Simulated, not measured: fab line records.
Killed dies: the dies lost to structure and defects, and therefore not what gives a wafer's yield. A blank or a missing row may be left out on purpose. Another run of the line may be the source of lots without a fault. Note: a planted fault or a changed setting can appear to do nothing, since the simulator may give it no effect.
Matching of chambers	flow n5_finfet	N5_SD_EPI_P_SD_RECESS_17 on rie_si-06: 4 sister chambers
The step chemistry HBr/Cl2/O2, target depth 39.1 nm, bt time 3 s. 14 wafers are shown with their chamber, then 7 later ones without.

WAFERS PAIRED WITH THEIR CHAMBERS
wafer	chamber	throttle_valve_pct (%)	drypump_motor_current_A (A)	oes_product_au (a.u.)
L075.3	1	37.73	6.1	1.012
L075.4	2	37.12	6.0	1.026
L075.6	1	37.72	6.2	0.996
L076.3	0	36.92	5.9	1.021
L076.4	1	37.72	6.2	1.002
L076.6	2	37.11	5.9	1.024
L085.2	2	37.13	5.9	1.022
L085.4	3	36.95	5.7	1.004
L085.5	1	37.73	6.2	1.009
L088.1	2	37.13	5.9	1.028
L088.3	1	37.75	6.1	1.017
L088.5	3	36.93	5.7	0.996
L091.1	0	36.92	5.8	1.007
L091.2	3	36.97	5.7	1.001

SIGNATURES (averages over the wafers above)
reading	chamber 0	chamber 1	chamber 2	chamber 3	scatter within a chamber
throttle_valve_pct	36.9200	37.7300	37.1225	36.9500	0.0129
drypump_motor_current_A	5.850	6.160	5.925	5.700	0.0495
oes_product_au	1.01400	1.00720	1.02500	1.00033	0.00652
Rule: a wafer's distance from a chamber is the root of the sum, over the readings, of the square of ((its reading less the chamber's mean) divided by the reading's scatter). If the next closest chamber is less than 2 further off than the closest, the wafer can't be placed; otherwise it belongs to the closest. The scatter is the square root of a quotient: the sum, over the shown wafers, of each reading's squared deviation from its chamber's mean, divided by wafers minus chambers.

WAFERS WITHOUT THEIR CHAMBER
wafer	throttle_valve_pct (%)	drypump_motor_current_A (A)	oes_product_au (a.u.)
L091.6	36.93	5.7	1.007
L092.1	36.94	5.9	1.013
L092.3	37.13	5.9	1.022
L092.4	37.75	6.1	1.001
L096.2	36.95	5.7	1.001
L096.4	37.12	6.0	1.025
L096.5	36.94	5.7	1.003

WHICH CHAMBER EACH WENT THROUGH
wafer	from the rows above	in truth
L091.6	can't be placed: 3 or 0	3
L092.1	0	0
L092.3	2	2
L092.4	1	1
L096.2	3	3
L096.4	2	2
L096.5	3	3
Placed correctly: 6 of 7. From these rows, 1 cannot be placed; in 1 the true chamber is one of the candidates. Wrongly placed: 0.
